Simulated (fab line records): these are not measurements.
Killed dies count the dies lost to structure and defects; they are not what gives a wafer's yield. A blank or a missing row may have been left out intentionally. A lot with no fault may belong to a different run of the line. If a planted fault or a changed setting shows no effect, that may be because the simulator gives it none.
Which tool did it?	flow nandHarc	11 lots, 33 wafers sampled, at 7 steps of a route of 1302

## WHAT EACH GAUGE READ, for each wafer
NHARC_P_STI_CD_MEAS_09: the cd target is 200 nm. Usual: cdNm at 199.5 nm, with a standard deviation of 1.7.
lot	measured	on	cdNm (nm)	flag
L968	day 2 19:48	cdSem-01	201.6 200.2 199.8	
L971	day 4 03:32	cdSem-03	222.5 221.5 221.1	OFF
L981	day 8 05:08	cdSem-03	198.9 198.1 199.5	
L982	day 8 15:58	cdSem-01	201.0 200.4 199.9	
L983	day 9 00:35	cdSem-03	200.3 200.1 201.4	
L984	day 9 11:10	cdSem-01	197.8 199.1 199.2	
L985	day 9 19:47	cdSem-02	197.9 201.1 195.5	
L986	day 10 06:32	cdSem-03	199.7 201.1 199.6	
L987	day 10 16:56	cdSem-02	200.9 199.5 202.1	
L989	day 11 14:19	cdSem-03	196.4 197.3 195.5	
L991	day 12 08:14	cdSem-01	200.6 200.3 200.7	

NHARC_P_STI_OCD_MEAS_17. Usual: trenchDepthNm 300.7 nm, standard deviation 2.5; trenchFootCdNm 157.5 nm, standard deviation 1.7.
lot	measured	on	trenchDepthNm (nm)	trenchFootCdNm (nm)	flag
L968	day 2 20:37	ocd-01	299.8 293.5 295.4	160.0 160.1 159.2	
L971	day 4 04:20	ocd-02	300.3 300.8 301.9	180.7 179.4 179.7	OFF
L981	day 8 05:58	ocd-02	299.8 297.1 301.0	156.9 156.1 156.8	
L982	day 8 16:44	ocd-02	302.9 303.3 306.4	159.0 157.5 156.7	
L983	day 9 01:23	ocd-02	304.2 303.4 306.2	157.7 158.4 158.6	
L984	day 9 11:58	ocd-01	299.8 303.3 301.4	155.2 157.0 157.1	
L985	day 9 20:34	ocd-02	298.7 298.4 298.5	155.9 159.0 154.1	
L986	day 10 07:19	ocd-02	300.0 302.7 301.2	158.1 159.0 157.7	
L987	day 10 17:43	ocd-01	301.4 302.3 301.8	158.6 157.2 159.7	
L989	day 11 15:08	ocd-02	298.6 302.9 299.2	154.6 155.1 153.8	
L991	day 12 09:01	ocd-02	301.1 302.3 301.2	159.2 157.7 158.9	

NHARC_END_SORT_01. Usual: killedAtArray 62, standard deviation 16; killedAtOther 0.8, standard deviation 1.1; killedAtPeriphery 4, standard deviation 3.2; killedDies 67, standard deviation 16; killedOpen 3.5, standard deviation 1.9; killedShort 2.1, standard deviation 1.5.
lot	measured	on	killedAtArray	killedAtOther	killedAtPeriphery	killedDies	killedOpen	killedShort	flag
L971	day 25 06:49	prober-02	87 90 68	0 0 0	6 5 15	93 95 83	5 4 2	3 6 5	
L981	day 29 10:23	prober-02	46 58 46	0 0 0	12 1 6	58 59 52	5 4 2	2 1 0	
L982	day 30 02:50	prober-01	50 60 63	1 1 5	1 3 1	52 64 69	3 2 3	1 2 2	
L983	day 30 02:01	prober-02	61 57 64	0 0 0	5 3 3	66 60 67	5 4 5	4 0 6	
L991	day 34 14:34	prober-01	58 63 45	0 0 2	0 4 3	58 67 50	2 2 6	2 4 1	

## WHAT TOOL EACH LOT RAN ON (gives the tool, then ch and the chambers of the sampled wafers, and finally the start)
lot	NHARC_P_ZERO_WELL_ETCH_63	NHARC_P_ZERO_WELL_DESCUM_39	NHARC_P_ZERO_WELL_DESCUM_54	NHARC_P_STI_EXPOSE_06
L968	rieSi-06 ch 0,1,2, day 1 21:47	rieDiel-04 ch 0,1,2, day 2 01:59	rieDiel-04 ch 0,1,2, day 2 03:31	krfScanner-01 ch 0, day 2 19:39
L971	rieSi-04 ch 0,1,2, day 3 03:35	rieDiel-04 ch 0,2,3, day 3 06:26	rieDiel-02 ch 0,2,3, day 3 08:06	krfScanner-01 ch 0, day 4 03:23
L981	rieSi-06 ch 1,2, day 7 08:08	rieDiel-04 ch 0,1, day 7 10:35	rieDiel-04 ch 1,3, day 7 12:15	krfScanner-01 ch 0, day 8 04:59
L982	rieSi-06 ch 0,2, day 7 17:35	rieDiel-11 ch 1,2,3, day 7 20:19	rieDiel-02 ch 0,1,2, day 7 21:49	krfScanner-01 ch 0, day 8 15:49
L983	rieSi-03 ch 0,1,2, day 8 03:41	rieDiel-04 ch 0,1,2, day 8 06:37	rieDiel-04 ch 1,2,3, day 8 08:14	krfScanner-01 ch 0, day 9 00:26
L984	rieSi-06 ch 0,2,3, day 8 13:41	rieDiel-02 ch 2,3, day 8 16:35	rieDiel-02 ch 0,2,3, day 8 18:21	krfScanner-02 ch 0, day 9 11:01
L985	rieSi-06 ch 0,2,3, day 8 23:40	rieDiel-02 ch 0,2,3, day 9 02:15	rieDiel-11 ch 0,1,3, day 9 03:47	krfScanner-02 ch 0, day 9 19:38
L986	rieSi-03 ch 1,2,3, day 9 09:32	rieDiel-02 ch 0,1,3, day 9 12:07	rieDiel-04 ch 1,2,3, day 9 13:40	krfScanner-04 ch 0, day 10 06:24
L987	rieSi-04 ch 1,3, day 9 19:40	rieDiel-02 ch 2,3, day 9 22:17	rieDiel-02 ch 0,1,3, day 9 23:54	krfScanner-02 ch 0, day 10 16:47
L989	rieSi-04 ch 0,2,3, day 10 15:32	rieDiel-04 ch 0,1,3, day 10 19:20	rieDiel-02 ch 1,2,3, day 10 20:58	krfScanner-01 ch 0, day 11 14:10
L991	rieSi-03 ch 1,2,3, day 11 11:40	rieDiel-04 ch 0,1,2, day 11 14:22	rieDiel-02 ch 1,2,3, day 11 16:02	krfScanner-01 ch 0, day 12 08:05
- NHARC_P_ZERO_WELL_ETCH_63: etches the open film in HBr/Cl2, target depth 120 nm, time 40.1 s.
- NHARC_P_ZERO_WELL_DESCUM_39: chemistry O2, time 3 s.
- NHARC_P_ZERO_WELL_DESCUM_54: chemistry O2, time 3 s.
- NHARC_P_STI_EXPOSE_06: exposes mask P STI, target cd 200 nm.

## AS READ BY THE TOOLS THEMSELVES (means over the sampled wafers that have a number; for cases with no such wafer, the mark the record gives instead)
NHARC_P_ZERO_WELL_ETCH_63. Usual: biasW 100.0 W, standard deviation 0.31; drypumpMotorCurrentA 5.7 A, standard deviation 0.34; oesProductAu 0.999 a.u., standard deviation 0.0068; throttleValvePct 26.406 %, standard deviation 0.0076.
lot	tool	biasW (W)	drypumpMotorCurrentA (A)	oesProductAu (a.u.)	throttleValvePct (%)	flag
L968	rieSi-06	100.1	5.7	1.001	26.404	
L971	rieSi-04	100.2	6.0	0.995	26.400	
L981	rieSi-06	99.9	5.5	0.999	26.402	
L982	rieSi-06	100.0	5.5	0.990	26.410	
L983	rieSi-03	100.1	5.4	0.999	26.407	
L984	rieSi-06	99.8	5.5	1.003	26.405	
L985	rieSi-06	100.1	5.6	0.998	26.406	
L986	rieSi-03	100.1	5.6	1.007	26.414	
L987	rieSi-04	100.4	5.9	1.002	26.409	
L989	rieSi-04	99.7	5.9	1.002	26.400	
L991	rieSi-03	100.2	5.6	0.993	26.403	

NHARC_P_ZERO_WELL_DESCUM_39. Usual: drypumpMotorCurrentA 5.62 A, standard deviation 0.29; oesProductAu 0.999 a.u., standard deviation 0.0084; rfVppV 57.9 V, standard deviation 0.88; showerheadPlenumPTorr 1.94 Torr, standard deviation 0.088; throttleValvePct 11.311 %, standard deviation 0.0089.
lot	tool	drypumpMotorCurrentA (A)	oesProductAu (a.u.)	rfVppV (V)	showerheadPlenumPTorr (Torr)	throttleValvePct (%)	flag
L968	rieDiel-04	5.77	1.003	58.1	2.01	11.314	
L971	rieDiel-04	5.50	1.004	58.7	1.97	11.312	
L981	rieDiel-04	5.69	1.006	58.6	2.00	11.313	
L982	rieDiel-11	5.77	0.996	57.4	1.89	11.313	
L983	rieDiel-04	5.74	1.006	58.1	1.99	11.310	
L984	rieDiel-02	5.50	0.978	58.8	1.94	11.310	
L985	rieDiel-02	5.62	0.987	58.0	1.89	11.306	
L986	rieDiel-02	5.54	0.995	57.3	1.95	11.303	
L987	rieDiel-02	5.75	0.992	58.2	1.91	11.298	
L989	rieDiel-04	5.43	1.003	59.0	1.96	11.314	
L991	rieDiel-04	5.73	0.997	58.3	1.99	11.312	

NHARC_P_ZERO_WELL_DESCUM_54. Usual: drypumpMotorCurrentA 5.64 A, standard deviation 0.29; oesProductAu 1.000 a.u., standard deviation 0.0089; rfVppV 57.7 V, standard deviation 0.94; showerheadPlenumPTorr 1.93 Torr, standard deviation 0.093; throttleValvePct 11.310 %, standard deviation 0.0098.
lot	tool	drypumpMotorCurrentA (A)	oesProductAu (a.u.)	rfVppV (V)	showerheadPlenumPTorr (Torr)	throttleValvePct (%)	flag
L968	rieDiel-04	5.75	0.997	59.0	2.01	11.317	
L971	rieDiel-02	5.62	0.993	57.6	1.90	11.305	
L981	rieDiel-04	5.23	1.015	57.3	1.93	11.308	
L982	rieDiel-02	5.80	1.004	58.0	1.92	11.312	
L983	rieDiel-04	5.54	1.015	58.4	1.96	11.306	
L984	rieDiel-02	5.63	0.995	57.5	1.89	11.306	
L985	rieDiel-11	5.60	0.994	57.5	1.90	11.311	
L986	rieDiel-04	5.55	1.001	57.7	1.96	11.306	
L987	rieDiel-02	5.55	1.000	57.9	1.95	11.312	
L989	rieDiel-02	5.67	0.995	58.5	1.97	11.305	
L991	rieDiel-02	5.67	1.004	57.2	1.97	11.308	

## THE ANSWER, worked out from the rows above alone
Rule: lot off if the mean of its wafers having a number is beyond 3 standard deviations from the usual mean. A lot without any number at a reading at which 4 lots or more have one is off too. Where the step has rows for the other lots, those lots are counted as sound. After the gauges, taken in route order, come the tools' own readings; for these a lot's mean is taken, as printed above. The first step at which some lot is off is used, and at that step the reading that is off furthest; a lot without a number counts as furthest.
Off at NHARC_P_STI_CD_MEAS_09 (cdNm): L971.
A tool fits if, at a process step before that reading, it ran every lot that is off, and no sound lot after the first of them. Not tried: the gauges at NHARC_P_STI_CD_MEAS_09; whatever is off there is also off at NHARC_P_STI_OCD_MEAS_17, on other tools, and gauge error can't account for it. Not one of the candidates tried fits.

## WHAT THE SIMULATOR HAD INSERTED
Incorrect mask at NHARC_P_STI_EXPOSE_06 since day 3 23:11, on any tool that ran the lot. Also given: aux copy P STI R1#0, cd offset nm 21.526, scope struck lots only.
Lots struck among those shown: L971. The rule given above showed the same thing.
